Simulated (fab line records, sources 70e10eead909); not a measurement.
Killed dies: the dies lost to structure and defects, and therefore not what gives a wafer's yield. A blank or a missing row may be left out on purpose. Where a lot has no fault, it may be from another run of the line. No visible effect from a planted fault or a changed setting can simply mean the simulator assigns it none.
Chamber matching | flow nand harc | NHARC_A_M0_DEP_32 on pecvd-01: 3 sister chambers
The step deposits SiCN, target thk 30 nm. 20 wafers are shown with their chamber, then 10 later ones without.

== WAFERS WITH THEIR CHAMBER ==
wafer  | chamber | heater power w (W)
L075.2 | 2       | 612
L075.3 | 0       | 402
L075.4 | 2       | 627
L074.1 | 0       | 458
L074.5 | 2       | 559
L074.6 | 0       | 466
L086.1 | 1       | 556
L086.2 | 2       | 587
L086.3 | 0       | 437
L089.1 | 2       | 593
L089.2 | 0       | 457
L089.5 | 2       | 613
L092.2 | 1       | 620
L092.3 | 0       | 494
L092.6 | 0       | 484
L091.1 | 0       | 445
L091.4 | 1       | 625
L091.6 | 0       | 457
L094.2 | 1       | 597
L094.5 | 0       | 525

SIGNATURES, as means of the wafers listed above
reading        | chamber 0 | chamber 1 | chamber 2 | scatter within a chamber
heater power w | 462.50    | 599.50    | 598.50    | 30.6
Rule: distance of a wafer from a chamber = root of the sum over the readings of ((wafer's reading minus chamber's mean) / reading's scatter) squared. The wafer belongs to the nearest chamber; if the next one is less than 2 further off, it can't be placed. The scatter: take each reading less its chamber's mean, square it, sum over the shown wafers, divide by the number of wafers less the number of chambers, and take the root.

== WAFERS MISSING THEIR CHAMBER ==
wafer  | heater power w (W)
L094.6 | 579
L094.1 | 607
L094.3 | 524
L094.4 | 598
L096.1 | 490
L096.2 | 610
L096.5 | 504
L097.2 | 529
L097.3 | 631
L097.5 | 531

== THE CHAMBER EACH PASSED THROUGH ==
wafer  | from the rows above          | in truth
L094.6 | can't be placed: 2 or 1      | 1
L094.1 | can't be placed: 1 or 2      | 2
L094.3 | can't be placed: 0 or 2 or 1 | 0
L094.4 | can't be placed: 2 or 1      | 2
L096.1 | 0                            | 0
L096.2 | can't be placed: 1 or 2      | 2
L096.5 | can't be placed: 0 or 2 or 1 | 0
L097.2 | can't be placed: 0 or 2 or 1 | 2
L097.3 | can't be placed: 1 or 2      | 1
L097.5 | can't be placed: 2 or 0 or 1 | 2
Placed correctly: 1 of 10. Unplaceable from these rows: 9, with the true chamber sitting among the candidates in 9. 0 placed wrongly.
